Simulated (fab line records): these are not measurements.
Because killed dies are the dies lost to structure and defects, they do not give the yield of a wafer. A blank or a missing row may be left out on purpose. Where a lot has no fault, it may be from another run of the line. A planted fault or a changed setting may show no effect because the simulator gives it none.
fab line records + flow nandHarc + part 2 of 2: steps 23 to 29 of 29
[record]
- lots = 5
- wafers = 15
- lastDay = 32
route steps=1302 shown A_CONTACT@1029
lots that met no fault: from a run of the same line without faults
startH: the number of hours between the record's first day and the start of the first shown wafer of the lot + waitH: time in hours since the lot's previous step + " the same as in the row above + L1.1+2: a row that stands for several wafers + - value missing, or start not given + * or withheld: withheld + < > ~ a bound
route shown NAME@n: names a module that has steps shown in the file, with the first one's number in the route + usual: the fault-free wafers' mean and standard deviation + same: alike in all rows + chamber/n: place in a boat + sites: each site's reading + _std_site: standard deviation of those values + _edge_site: mean of outer sites minus mean of inner sites + radiusMm: how far each site lies from the wafer's centre + mask NAME#n: copy n + behind: the last tool/chamber to shape the wafer + hold: cause of the lot's hold/its duration in hours/its outcome + device: the transistor (n, p or np) that didn't switch + end of line: tests of these same wafers at the route's end + a step given without rows: its recipe and nothing more + killed: not the wafer's yield, but the dies lost to structure and defects at the first sort + map: shows each die of a wafer: x if killed, . if not, _ if none is there
set.NAME: the setting as run; set.NAME@STEP: as run at that earlier step + model.NAME: the simulator's own value behind a step, which no gauge read
certain route steps with their lots: each step a table, each wafer a row
services: a tool's chamber out of use, with start hour (startH, from the record's first day; less than 0 if before it), hours out, and reason
[[steps]]
[step NHARC_A_CONTACT_ETCH_128]
[recipe]
- sourceW = withheld
- pressureMtorr = 20
- biasV = 3000
- timeS = 197
- targetDepthA = 19180
- arFlowSccm = withheld
- c4f8FlowSccm = withheld
- o2FlowSccm = withheld
- chemistry = C4F8/O2/Ar
[usual]
- chamberPressureMTorr = 19.996/0.019
| lot.wafer | tool          | chamber | startH | waitH | chamberPressureMTorr | rfHoursCounterH |
|-----------|---------------|---------|--------|-------|----------------------|-----------------|
| L079.1    | harCapEtch-02 | 1       | 551.90 | 0.1   | 20.006               | 85              |
| L079.4    | "             | 1       | "      | "     | 19.992               | -               |
| L079.5    | "             | 1       | "      | "     | 19.977               | -               |
| L081.3    | harCapEtch-03 | 1       | 567.55 | 0.1   | 20.006               | -               |
| L081.4    | "             | 0       | "      | "     | 20.002               | -               |
| L081.5    | "             | 1       | "      | "     | 19.992               | -               |
| L090.2    | harCapEtch-03 | 0       | 664.39 | 0.1   | 20.015               | 71              |
| L090.4    | "             | 1       | "      | "     | 20.030               | -               |
| L090.5    | "             | 0       | "      | "     | 20.030               | -               |
| L092.1    | harCapEtch-01 | 0       | 687.15 | 0.1   | 19.998               | 29              |
| L092.2    | "             | 1       | "      | "     | 19.975               | 29              |
| L092.5    | "             | 0       | "      | "     | 19.990               | -               |
| L095.1    | harCapEtch-02 | 1       | 702.37 | 0.1   | 19.964               | 110             |
| L095.6    | "             | 0       | "      | "     | 20.029               | -               |
| L095.5    | "             | 1       | "      | "     | 19.980               | -               |
[step NHARC_A_CONTACT_ETCH_129]
[recipe]
- sourceW = withheld
- pressureMtorr = 20
- biasV = 3000
- timeS = 197
- targetDepthA = 19180
- arFlowSccm = withheld
- c4f8FlowSccm = withheld
- o2FlowSccm = withheld
- chemistry = C4F8/O2/Ar
[usual]
- chamberPressureMTorr = 19.999/0.018
| lot.wafer | tool          | chamber | startH | waitH | chamberPressureMTorr | rfHoursCounterH |
|-----------|---------------|---------|--------|-------|----------------------|-----------------|
| L079.1    | harCapEtch-02 | 1       | 552.08 | 0.1   | 20.029               | 85              |
| L079.4    | "             | 1       | "      | "     | 19.994               | -               |
| L079.5    | "             | 1       | "      | "     | 20.015               | -               |
| L081.3    | harCapEtch-03 | 1       | 567.73 | 0.1   | 20.000               | -               |
| L081.4    | "             | 0       | "      | "     | 19.981               | -               |
| L081.5    | "             | 1       | "      | "     | 19.995               | -               |
| L090.2    | harCapEtch-03 | 0       | 664.57 | 0.1   | 19.987               | 71              |
| L090.4    | "             | 1       | "      | "     | 20.003               | -               |
| L090.5    | "             | 0       | "      | "     | 20.023               | -               |
| L092.1    | harCapEtch-01 | 0       | 687.33 | 0.1   | 20.036               | 29              |
| L092.2    | "             | 1       | "      | "     | 20.021               | 29              |
| L092.5    | "             | 0       | "      | "     | 19.987               | -               |
| L095.1    | harCapEtch-02 | 1       | 702.55 | 0.1   | 19.981               | 110             |
| L095.6    | "             | 0       | "      | "     | 19.999               | -               |
| L095.5    | "             | 1       | "      | "     | 19.993               | -               |
[step NHARC_A_CONTACT_ETCH_130]
[recipe]
- sourceW = withheld
- pressureMtorr = 20
- biasV = 3000
- timeS = 197
- targetDepthA = 19180
- arFlowSccm = withheld
- c4f8FlowSccm = withheld
- o2FlowSccm = withheld
- chemistry = C4F8/O2/Ar
[usual]
- chamberPressureMTorr = 20.002/0.018
| lot.wafer | tool          | chamber | startH | waitH | chamberPressureMTorr | rfHoursCounterH |
|-----------|---------------|---------|--------|-------|----------------------|-----------------|
| L079.1    | harCapEtch-02 | 1       | 552.25 | 0.1   | 19.995               | 85              |
| L079.4    | "             | 1       | "      | "     | 19.956               | -               |
| L079.5    | "             | 1       | "      | "     | 20.001               | -               |
| L081.3    | harCapEtch-03 | 1       | 567.91 | 0.1   | 20.006               | -               |
| L081.4    | "             | 0       | "      | "     | 20.047               | -               |
| L081.5    | "             | 1       | "      | "     | 19.994               | -               |
| L090.2    | harCapEtch-03 | 0       | 664.75 | 0.1   | 20.022               | 71              |
| L090.4    | "             | 1       | "      | "     | 20.006               | -               |
| L090.5    | "             | 0       | "      | "     | 20.005               | -               |
| L092.1    | harCapEtch-01 | 0       | 687.50 | 0.1   | 19.994               | 30              |
| L092.2    | "             | 1       | "      | "     | 19.999               | 30              |
| L092.5    | "             | 0       | "      | "     | 20.001               | -               |
| L095.1    | harCapEtch-02 | 1       | 702.73 | 0.1   | 19.976               | 110             |
| L095.6    | "             | 0       | "      | "     | 20.040               | -               |
| L095.5    | "             | 1       | "      | "     | 20.001               | -               |
[step NHARC_A_CONTACT_ETCH_131]
[recipe]
- sourceW = withheld
- pressureMtorr = 20
- biasV = 3000
- timeS = 197
- targetDepthA = 19180
- arFlowSccm = withheld
- c4f8FlowSccm = withheld
- o2FlowSccm = withheld
- chemistry = C4F8/O2/Ar
[usual]
- chamberPressureMTorr = 20.002/0.019
| lot.wafer | tool          | chamber | startH | waitH | chamberPressureMTorr | rfHoursCounterH |
|-----------|---------------|---------|--------|-------|----------------------|-----------------|
| L079.1    | harCapEtch-02 | 1       | 552.43 | 0.1   | 20.025               | 85              |
| L079.4    | "             | 1       | "      | "     | 20.015               | -               |
| L079.5    | "             | 1       | "      | "     | 20.011               | -               |
| L081.3    | harCapEtch-03 | 1       | 568.08 | 0.1   | 19.939               | -               |
| L081.4    | "             | 0       | "      | "     | 19.979               | -               |
| L081.5    | "             | 1       | "      | "     | 20.028               | -               |
| L090.2    | harCapEtch-03 | 0       | 664.92 | 0.1   | 20.029               | 72              |
| L090.4    | "             | 1       | "      | "     | 20.012               | -               |
| L090.5    | "             | 0       | "      | "     | 20.013               | -               |
| L092.1    | harCapEtch-01 | 0       | 687.68 | 0.2   | 20.018               | 30              |
| L092.2    | "             | 1       | "      | "     | 20.020               | 30              |
| L092.5    | "             | 0       | "      | "     | 20.001               | -               |
| L095.1    | harCapEtch-02 | 1       | 702.91 | 0.2   | 19.979               | 110             |
| L095.6    | "             | 0       | "      | "     | 20.025               | -               |
| L095.5    | "             | 1       | "      | "     | 19.985               | -               |
[step NHARC_A_CONTACT_ETCH_132]
[recipe]
- sourceW = withheld
- pressureMtorr = 20
- biasV = 3000
- timeS = 197
- targetDepthA = 19240
- arFlowSccm = withheld
- c4f8FlowSccm = withheld
- o2FlowSccm = withheld
- chemistry = C4F8/O2/Ar
[usual]
- chamberPressureMTorr = 20.000/0.017
| lot.wafer | tool          | chamber | startH | waitH | chamberPressureMTorr | rfHoursCounterH |
|-----------|---------------|---------|--------|-------|----------------------|-----------------|
| L079.1    | harCapEtch-02 | 1       | 552.61 | 0.1   | 20.033               | 85              |
| L079.4    | "             | 1       | "      | "     | 20.001               | -               |
| L079.5    | "             | 1       | "      | "     | 20.007               | -               |
| L081.3    | harCapEtch-03 | 1       | 568.26 | 0.1   | 20.019               | -               |
| L081.4    | "             | 0       | "      | "     | 19.976               | -               |
| L081.5    | "             | 1       | "      | "     | 20.002               | -               |
| L090.2    | harCapEtch-03 | 0       | 665.10 | 0.1   | 20.002               | 72              |
| L090.4    | "             | 1       | "      | "     | 20.032               | -               |
| L090.5    | "             | 0       | "      | "     | 19.991               | -               |
| L092.1    | harCapEtch-01 | 0       | 687.86 | 0.1   | 20.030               | 30              |
| L092.2    | "             | 1       | "      | "     | 19.992               | 30              |
| L092.5    | "             | 0       | "      | "     | 20.024               | -               |
| L095.1    | harCapEtch-02 | 1       | 703.08 | 0.1   | 19.997               | 111             |
| L095.6    | "             | 0       | "      | "     | 20.011               | -               |
| L095.5    | "             | 1       | "      | "     | 20.011               | -               |
[step NHARC_A_CONTACT_ETCH_133]
[recipe]
- sourceW = withheld
- pressureMtorr = 20
- biasV = 400
- timeS = 374
- targetDepthA = 16100
- arFlowSccm = withheld
- c4f8FlowSccm = 11.5
- o2FlowSccm = 7.2
- chemistry = C4F8/O2/Ar
[usual]
- chamberPressureMTorr = 19.999/0.018
| lot.wafer | tool          | chamber | startH | waitH | chamberPressureMTorr | rfHoursCounterH |
|-----------|---------------|---------|--------|-------|----------------------|-----------------|
| L079.1    | harCapEtch-02 | 1       | 552.83 | 0.2   | 19.984               | 86              |
| L079.4    | "             | 1       | "      | "     | 19.967               | -               |
| L079.5    | "             | 1       | "      | "     | 20.020               | -               |
| L081.3    | harCapEtch-03 | 1       | 568.52 | 0.2   | 19.989               | -               |
| L081.4    | "             | 0       | "      | "     | 20.005               | -               |
| L081.5    | "             | 1       | "      | "     | 19.988               | -               |
| L090.2    | harCapEtch-03 | 0       | 665.27 | 0.1   | 19.987               | 72              |
| L090.4    | "             | 1       | "      | "     | 19.991               | -               |
| L090.5    | "             | 0       | "      | "     | 19.982               | -               |
| L092.1    | harCapEtch-01 | 0       | 688.04 | 0.1   | 19.981               | 30              |
| L092.2    | "             | 1       | "      | "     | 19.997               | 30              |
| L092.5    | "             | 0       | "      | "     | 19.986               | -               |
| L095.1    | harCapEtch-02 | 1       | 703.30 | 0.2   | 20.023               | 111             |
| L095.6    | "             | 0       | "      | "     | 19.997               | -               |
| L095.5    | "             | 1       | "      | "     | 19.998               | -               |
[step NHARC_A_CONTACT_ETCH_91]
[recipe]
- targetDepthA = 400
- overEtchFrac = 0.5
- timeS = 85.7
- ionEnergyEv = 120
- ch3fFlowSccm = 50
- o2FlowSccm = 30
- arFlowSccm = 200
- rfW = 500
- biasW = 100
- chemistry = CH3F/O2
[usual]
- chamberPressureMTorr = 24.999/0.023
- drypumpMotorCurrentA = 5.8/0.45
- oesProductAu = 0.94/0.034
- rfVppV = 243.5/1.4
- showerheadPlenumPTorr = 2.41/0.088
- throttleValvePct = 20.663/0.0089
| lot.wafer | tool       | chamber | startH | waitH | chamberPressureMTorr | drypumpMotorCurrentA | oesProductAu | rfHoursCounterH | rfVppV | showerheadPlenumPTorr | throttleValvePct |
|-----------|------------|---------|--------|-------|----------------------|----------------------|--------------|-----------------|--------|-----------------------|------------------|
| L079.1    | rieDiel-04 | 0       | 553.58 | 0.7   | 24.998               | 6.0                  | 0.99         | 4               | 244.5  | 2.47                  | 20.657           |
| L079.5    | "          | 1       | "      | "     | 24.993               | 5.6                  | 0.99         | -               | 243.2  | 2.39                  | 20.653           |
| L079.4    | "          | 0       | "      | "     | 25.025               | 6.0                  | 0.99         | -               | 243.9  | 2.47                  | 20.656           |
| L081.4    | rieDiel-07 | 2       | 569.17 | 0.5   | 24.951               | 5.9                  | 0.97         | 13              | 244.0  | 2.44                  | 20.673           |
| L081.3    | "          | 0       | "      | "     | 24.984               | 6.6                  | 0.99         | 14              | 242.9  | 2.35                  | 20.659           |
| L081.5    | "          | 2       | "      | "     | 24.994               | 5.9                  | 0.97         | -               | 244.3  | 2.44                  | 20.663           |
| L090.2    | rieDiel-07 | 3       | 666.09 | 0.7   | 25.022               | 6.1                  | 0.91         | 2               | 242.1  | 2.29                  | 20.673           |
| L090.4    | "          | 0       | "      | "     | 24.979               | 6.6                  | 0.92         | 2               | 242.7  | 2.34                  | 20.665           |
| L090.5    | "          | 1       | "      | "     | 24.993               | 5.6                  | 0.93         | -               | 242.5  | 2.43                  | 20.665           |
| L092.1    | rieDiel-13 | 2       | 688.84 | 0.7   | 25.017               | 5.7                  | 1.00         | 53              | 246.5  | 2.64                  | 20.661           |
| L092.2    | "          | 3       | "      | "     | 25.007               | 5.8                  | 1.01         | 56              | 241.5  | 2.38                  | 20.649           |
| L092.5    | "          | 1       | "      | "     | 25.025               | 6.2                  | 0.99         | -               | 241.8  | 2.32                  | 20.658           |
| L095.1    | rieDiel-07 | 1       | 704.06 | 0.7   | 24.984               | 5.6                  | 0.93         | 10              | 243.7  | 2.43                  | 20.677           |
| L095.5    | "          | 2       | "      | "     | 24.996               | 5.9                  | 0.93         | -               | 243.9  | 2.43                  | 20.673           |
| L095.6    | "          | 3       | "      | "     | 24.996               | 6.1                  | 0.91         | -               | 241.8  | 2.28                  | 20.647           |
[[services]]
| tool           | chamber | startH | hours | kind                     |
|----------------|---------|--------|-------|--------------------------|
| lithoTrack-06  | -       | 529.00 | 7.0   | pm                       |
| rieDiel-07     | 0       | 529.28 | -     | clean                    |
| rieDiel-07     | 1       | 529.28 | -     | clean                    |
| rieDiel-07     | 2       | 529.28 | -     | clean                    |
| rieDiel-07     | 3       | 529.28 | -     | clean                    |
| rieDiel-04     | -       | 533.30 | 9.0   | pm                       |
| arfiScanner-03 | -       | 540.00 | 4.0   | pm                       |
| lithoTrack-04  | -       | 553.00 | 7.0   | pm                       |
| rieDiel-07     | 0       | 553.78 | -     | clean                    |
| rieDiel-07     | 1       | 553.78 | -     | clean                    |
| rieDiel-07     | 2       | 553.78 | -     | clean                    |
| rieDiel-07     | 3       | 553.78 | -     | clean                    |
| harCapEtch-03  | -       | 569.42 | 1.8   | repair                   |
| rieDiel-07     | 0       | 578.28 | -     | clean                    |
| arfiScanner-01 | -       | 596.00 | 4.0   | pm                       |
| rieDiel-13     | 0       | 599.91 | 4.3   | repair                   |
| rieDiel-07     | -       | 648.27 | 9.0   | pm                       |
| lithoTrack-04  | -       | 652.51 | -     | consumableReplace:filter |
| arfiScanner-01 | -       | 666.07 | 7.8   | repair                   |
| arfiScanner-03 | -       | 677.15 | 1.6   | repair                   |
| lithoTrack-01  | -       | 680.00 | 7.0   | pm                       |
| rieDiel-13     | -       | 697.07 | 9.0   | pm                       |
| rieDiel-07     | 0       | 697.23 | 3.6   | repair                   |
| lithoTrack-06  | -       | 704.00 | 7.0   | pm                       |
